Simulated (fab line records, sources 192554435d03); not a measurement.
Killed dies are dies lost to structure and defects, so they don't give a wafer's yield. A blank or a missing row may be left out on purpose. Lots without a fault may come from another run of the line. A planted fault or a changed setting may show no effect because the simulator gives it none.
Which tool did it? | flow n5_finfet | 10 lots, 30 wafers sampled, at 4 steps of a route of 1938

WHAT THE GAUGES READ, wafer by wafer
N5_PASSIVATION_CD_MEAS_44: target cd 40000 nm.
lot  | measured     | on        | cd_nm (nm)
L433 | day 12 08:53 | cd_sem-03 | 40010 40005 40008
L434 | day 12 10:14 | cd_sem-02 | 40005 40003 40000
L436 | day 12 18:51 | cd_sem-03 | 39998 40000 39995
L437 | day 12 23:13 | cd_sem-01 | 39996 40000 39997
L439 | day 13 14:04 | cd_sem-03 | 40000 40011 40007
L441 | day 14 16:38 | cd_sem-02 | 39996 39996 40004
L444 | day 15 07:28 | cd_sem-03 | 40005 40001 40014
L446 | day 15 15:09 | cd_sem-01 | 39987 39992 39992
L448 | day 15 23:20 | cd_sem-02 | 40003 40004 39996
L455 | day 17 19:35 | cd_sem-03 | 40003 40001 40001

WHICH TOOL RAN EACH LOT (tool, then ch and the chambers of the sampled wafers, then the start)
lot  | N5_SDB_ETCH_25                    | N5_MIM_BOT_LITHO_DESCUM_10         | N5_PASSIVATION_STRIP_14
L433 | rie_diel-06 ch 0,2,3, day 4 05:05 | rie_diel-03 ch 0,2,3, day 12 01:59 | rie_diel-01 ch 0,1,2, day 12 05:46
L434 | rie_diel-02 ch 0,1,2, day 4 07:11 | rie_diel-03 ch 0,1, day 12 03:32   | rie_diel-04 ch 0,2,3, day 12 06:52
L436 | rie_diel-02 ch 0,2,3, day 4 18:01 | rie_diel-02 ch 0,2,3, day 12 12:25 | rie_diel-04 ch 1,2, day 12 15:39
L437 | rie_diel-02 ch 2,3, day 5 01:47   | rie_diel-03 ch 1,2, day 12 17:50   | rie_diel-04 ch 0,1, day 12 19:50
L439 | rie_diel-03 ch 0,2,3, day 5 11:47 | rie_diel-06 ch 0,2, day 13 08:08   | rie_diel-04 ch 0,1,2, day 13 10:45
L441 | rie_diel-06 ch 0,3, day 6 01:43   | rie_diel-02 ch 1,3, day 14 07:53   | rie_diel-04 ch 0,2,3, day 14 12:40
L444 | rie_diel-02 ch 0,1,2, day 6 21:37 | rie_diel-06 ch 0,2,3, day 15 01:17 | rie_diel-05 ch 0,2,3, day 15 03:47
L446 | rie_diel-02 ch 1,3, day 7 07:25   | rie_diel-03 ch 0,2,3, day 15 07:58 | rie_diel-04 ch 1,2, day 15 10:58
L448 | rie_diel-02 ch 0,1,2, day 7 17:27 | rie_diel-06 ch 1,3, day 15 18:32   | rie_diel-01 ch 0,3, day 15 20:16
L455 | rie_diel-06 ch 0,1,2, day 9 13:00 | rie_diel-06 ch 0,3, day 17 13:35   | rie_diel-01 ch 0,1,3, day 17 16:07
- N5_SDB_ETCH_25: etches SiO2 in C4F6/O2, target depth 10 nm, time 3.3 s.
- N5_MIM_BOT_LITHO_DESCUM_10: chemistry O2, time 7.9 s.
- N5_PASSIVATION_STRIP_14: strips in O2.

THE ANSWER, worked out from the rows above alone
Rule: what is usual is taken from the lots themselves. Put in order of their means at a reading, lots are off if they are a third of the lots or fewer, leave a main group of 4 or more, and stand apart from it by a gap of 3 or more times the standard deviation of the main group's means; of several such gaps the widest counts. A main group whose means are all the same, to the digits that the tables above print for the reading, isn't used. A lot without any number at a reading at which 4 lots or more have one is off too. The other lots that the step has rows for count as sound.
No lot is off at any reading shown: from this, nothing can be told.

WHAT THE SIMULATOR HAD PUT IN
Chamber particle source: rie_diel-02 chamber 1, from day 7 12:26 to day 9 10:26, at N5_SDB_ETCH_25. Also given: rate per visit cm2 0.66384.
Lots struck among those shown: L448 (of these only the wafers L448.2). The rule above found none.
